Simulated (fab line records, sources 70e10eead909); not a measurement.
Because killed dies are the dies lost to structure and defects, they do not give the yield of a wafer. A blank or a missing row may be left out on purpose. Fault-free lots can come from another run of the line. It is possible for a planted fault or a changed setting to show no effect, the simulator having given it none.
Which tool was responsible?    flow nand harc    36 wafers from 12 lots sampled at 2 of the route's 1302 steps

## WHAT THE GAUGES SHOWED, per wafer
NHARC_A_SGD_CUT_CD_MEAS_09: target cd 100 nm.
lot   measured      on         cd nm (nm)
L075  day 19 20:58  cd sem-01  100.4 100.9 100.8
L077  day 20 10:20  cd sem-03  101.6 100.0 100.9
L078  day 21 01:20  cd sem-03  99.2 100.3 99.1
L081  day 22 14:50  cd sem-01  100.0 99.8 100.6
L084  day 23 13:29  cd sem-03  101.0 101.5 101.9
L085  day 24 01:29  cd sem-01  100.1 101.0 99.8
L086  day 24 08:37  cd sem-02  101.8 102.1 100.9
L089  day 24 23:04  cd sem-01  100.1 100.2 101.3
L091  day 26 10:47  cd sem-01  100.3 100.0 100.5
L093  day 27 03:25  cd sem-02  102.4 101.1 101.3
L096  day 27 22:52  cd sem-03  99.6 101.7 101.0
L097  day 29 16:34  cd sem-01  100.6 100.4 101.8

## WHICH TOOL RAN EACH LOT (tool, then ch and the chambers of the sampled wafers, then the start)
lot   NHARC_A_STAIRCASE_CMP_450
L075  cmp-02 ch 0,3, day 19 17:50
L077  cmp-03 ch 1,3, day 20 07:34
L078  cmp-03 ch 1,2,3, day 20 22:46
L081  cmp-04 ch 0,1, day 22 12:16
L084  cmp-04 ch 0,1,2, day 23 10:57
L085  cmp-03 ch 0,3, day 23 23:01
L086  cmp-04 ch 1,2,3, day 24 06:01
L089  cmp-03 ch 0,1, day 24 20:24
L091  cmp-03 ch 0,2, day 26 08:13
L093  cmp-04 ch 0,1,3, day 27 00:47
L096  cmp-04 ch 0,1,3, day 27 20:10
L097  cmp-04 ch 0,1, day 29 13:59
- NHARC_A_STAIRCASE_CMP_450: polishes SiO2, target thk 200 nm.

## THE ANSWER, worked out from the rows above alone
Rule: what is usual is taken from the lots themselves. Put in order of their means at a reading, lots are off if they are a third of the lots or fewer, leave a main group of 4 or more, and stand apart from it by a gap of 3 or more times the standard deviation of the main group's means; of several such gaps the widest counts. Not used: any main group whose means are identical at the precision the tables above print for the reading. Also off: a lot with no number at a reading for which 4 or more lots have one. Any other lot the step has rows for is counted as sound.
Across all readings shown, no lot is off: no conclusion can be drawn from this.

## WHAT THE SIMULATOR HAD INSERTED
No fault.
